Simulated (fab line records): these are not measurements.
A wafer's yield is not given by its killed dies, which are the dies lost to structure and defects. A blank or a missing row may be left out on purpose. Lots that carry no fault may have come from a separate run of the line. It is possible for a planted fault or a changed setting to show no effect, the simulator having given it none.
Comparing a struck lot with a sound one + flow nand harc + 14 steps out of a route of 1302
Sound: wafers L767.1, L767.3, L767.6. Struck: wafers L755.1, L755.3, L755.6. The cause is given at the end.
Order at every step that has rows: each side's tool, ch and its chambers, its first start. Under that, the readings that differ: sound wafers + struck wafers + difference of the means + sigmas: that difference in standard deviations of wafers without a fault.
alike: a reading whose means differ by less than 2 such deviations, as well as words and numbers matching on both sides. not compared: withheld readings; readings where some wafer has no value; bounds like >300 that might hide an equal value; numbers whose values overlap and for which the record gives no deviation.
Wherever a step has rows on one side only, a row that says differs or no value, or a row with sigmas, the two part there. When numbers do not overlap yet have no deviation, they are printed without sigmas and do not part them. Lack of a reading on every wafer of one side parts them only where that side has two or more wafers.

NHARC_P_GATE_ALD_36: deposits SiNx, target thk 20 nm, pulse time 60 s, ald cycles 223.
  sound on ald sin-04 ch 1,2,3, day 14 07:55; struck on ald sin-04 ch 0,2, day 9 10:52
  alike: heater power w, precursor pulse height rel, susceptor temp C
NHARC_P_GATE_ETCHBACK_37: etches the open film in CHF3/O2, target depth 34.5 nm, time 17.2 s.
  sound: rie diel-07 ch 0,1,2; struck: rie diel-05 ch 0,1
  alike: chf3 flow sccm, drypump motor current A, oes product au, rf vpp V, showerhead plenum p Torr, throttle valve pct
  not compared: rf hours counter h
NHARC_P_GATE_STRIP_101: strips in O2, time 20 s.
  sound on rie diel-07 ch 1,2, day 14 16:32; struck on rie diel-05 ch 0,2,3, day 9 20:32
  alike: drypump motor current A, oes product au, rf vpp V, showerhead plenum p Torr, throttle valve pct
  not compared: rf hours counter h
then, 9 steps without rows for these wafers: NHARC_P_GATE_PRECLEAN_97 (cleans in SPM, time 600 s); NHARC_P_GATE_SRD_98; NHARC_P_GATE_PRECLEAN_99 (cleans in SC1); NHARC_P_GATE_SRD_100; NHARC_P_GATE_DEHYDRATE_38 (time 120 s); NHARC_P_GATE_HMDS_39 (time 30 s); NHARC_P_GATE_COAT_40; NHARC_P_GATE_SOFTBAKE_41 (time 95 s); NHARC_P_GATE_EBR_42.
NHARC_P_GATE_EXPOSE_43: exposes mask P NSD, target cd 720 nm.
  sound on krf scanner-01 ch 0, day 14 17:11; struck on krf scanner-04, day 9 21:11
  no value came back on the struck wafers for exposure dose mJ cm2, focus offset nm (nm); on the sound wafers exposure dose mJ cm2 reads 14.812 14.792 14.809
  alike: mask
then, 1 step without rows for these wafers: NHARC_P_GATE_PEB_44 (peb time 85 s).

WHERE THEY PART
Only at NHARC_P_GATE_EXPOSE_43, within this record.

WHY: the cause the simulator had injected
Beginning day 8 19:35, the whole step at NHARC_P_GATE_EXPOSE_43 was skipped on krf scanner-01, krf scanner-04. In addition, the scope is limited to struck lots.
